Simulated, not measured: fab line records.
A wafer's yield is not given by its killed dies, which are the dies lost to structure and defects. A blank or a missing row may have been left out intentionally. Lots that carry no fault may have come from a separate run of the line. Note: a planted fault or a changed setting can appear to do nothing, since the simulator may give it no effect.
Chamber matching :: flow n5 finfet :: rie diel-06 running N5_BEOL_M3_STRIP_19: 4 sister chambers
The step strips in O2. 16 wafers are shown with their chamber, then 8 later ones without.

== EACH WAFER AND ITS CHAMBER ==
wafer: L078.2
chamber: 1
drypump motor current A (A): 5.2
showerhead plenum p Torr (Torr): 2.20
oes product au (a.u.): 0.82

wafer: L078.4
chamber: 0
drypump motor current A (A): 5.5
showerhead plenum p Torr (Torr): 2.05
oes product au (a.u.): 0.92

wafer: L078.6
chamber: 0
drypump motor current A (A): 5.5
showerhead plenum p Torr (Torr): 2.05
oes product au (a.u.): 0.92

wafer: L083.2
chamber: 2
drypump motor current A (A): 6.2
showerhead plenum p Torr (Torr): 2.18
oes product au (a.u.): 0.68

wafer: L083.3
chamber: 3
drypump motor current A (A): 5.1
showerhead plenum p Torr (Torr): 2.04
oes product au (a.u.): 0.93

wafer: L083.4
chamber: 3
drypump motor current A (A): 5.1
showerhead plenum p Torr (Torr): 2.04
oes product au (a.u.): 0.93

wafer: L085.4
chamber: 3
drypump motor current A (A): 5.1
showerhead plenum p Torr (Torr): 2.04
oes product au (a.u.): 0.93

wafer: L085.5
chamber: 1
drypump motor current A (A): 5.3
showerhead plenum p Torr (Torr): 2.19
oes product au (a.u.): 0.80

wafer: L085.6
chamber: 3
drypump motor current A (A): 5.1
showerhead plenum p Torr (Torr): 2.04
oes product au (a.u.): 0.93

wafer: L088.3
chamber: 1
drypump motor current A (A): 5.2
showerhead plenum p Torr (Torr): 2.19
oes product au (a.u.): 0.79

wafer: L088.5
chamber: 2
drypump motor current A (A): 6.2
showerhead plenum p Torr (Torr): 2.18
oes product au (a.u.): 0.68

wafer: L088.6
chamber: 3
drypump motor current A (A): 5.1
showerhead plenum p Torr (Torr): 2.03
oes product au (a.u.): 0.91

wafer: L089.3
chamber: 1
drypump motor current A (A): 5.2
showerhead plenum p Torr (Torr): 2.19
oes product au (a.u.): 0.79

wafer: L089.5
chamber: 2
drypump motor current A (A): 6.2
showerhead plenum p Torr (Torr): 2.18
oes product au (a.u.): 0.67

wafer: L089.6
chamber: 1
drypump motor current A (A): 5.2
showerhead plenum p Torr (Torr): 2.19
oes product au (a.u.): 0.79

wafer: L092.2
chamber: 1
drypump motor current A (A): 5.2
showerhead plenum p Torr (Torr): 2.19
oes product au (a.u.): 0.78

SIGNATURES (means of the wafers above)
reading: drypump motor current A
chamber 0: 5.500
chamber 1: 5.217
chamber 2: 6.200
chamber 3: 5.100
scatter within a chamber: 0.0264

reading: showerhead plenum p Torr
chamber 0: 2.0500
chamber 1: 2.1917
chamber 2: 2.1800
chamber 3: 2.0380
scatter within a chamber: 0.00369

reading: oes product au
chamber 0: 0.9200
chamber 1: 0.7950
chamber 2: 0.6767
chamber 3: 0.9260
scatter within a chamber: 0.0106
Rule: distance of a wafer from a chamber = root of the sum over the readings of ((wafer's reading minus chamber's mean) / reading's scatter) squared. If the next closest chamber is less than 2 further off than the closest, the wafer can't be placed; otherwise it belongs to the closest. How the scatter is found: for the shown wafers, subtract from each reading the mean of its chamber, square and add these, divide the total by (wafers less chambers), then take the root.

== WAFERS WITH NO CHAMBER GIVEN ==
wafer: L092.4
drypump motor current A (A): 6.2
showerhead plenum p Torr (Torr): 2.17
oes product au (a.u.): 0.67

wafer: L092.5
drypump motor current A (A): 5.1
showerhead plenum p Torr (Torr): 2.03
oes product au (a.u.): 0.90

wafer: L093.2
drypump motor current A (A): 5.2
showerhead plenum p Torr (Torr): 2.19
oes product au (a.u.): 0.77

wafer: L093.3
drypump motor current A (A): 5.5
showerhead plenum p Torr (Torr): 2.04
oes product au (a.u.): 0.86

wafer: L093.4
drypump motor current A (A): 6.2
showerhead plenum p Torr (Torr): 2.17
oes product au (a.u.): 0.67

wafer: L095.2
drypump motor current A (A): 5.1
showerhead plenum p Torr (Torr): 2.03
oes product au (a.u.): 0.89

wafer: L095.5
drypump motor current A (A): 5.5
showerhead plenum p Torr (Torr): 2.04
oes product au (a.u.): 0.86

wafer: L095.6
drypump motor current A (A): 5.3
showerhead plenum p Torr (Torr): 2.19
oes product au (a.u.): 0.77

== WHICH CHAMBER EACH ONE RAN IN ==
wafer: L092.4
from the rows above: 2
in truth: 2

wafer: L092.5
from the rows above: 3
in truth: 3

wafer: L093.2
from the rows above: 1
in truth: 1

wafer: L093.3
from the rows above: 0
in truth: 0

wafer: L093.4
from the rows above: 2
in truth: 2

wafer: L095.2
from the rows above: 3
in truth: 3

wafer: L095.5
from the rows above: 0
in truth: 0

wafer: L095.6
from the rows above: 1
in truth: 1
Correctly placed: 8 of 8. From these rows, 0 cannot be placed. Placed wrongly: 0.
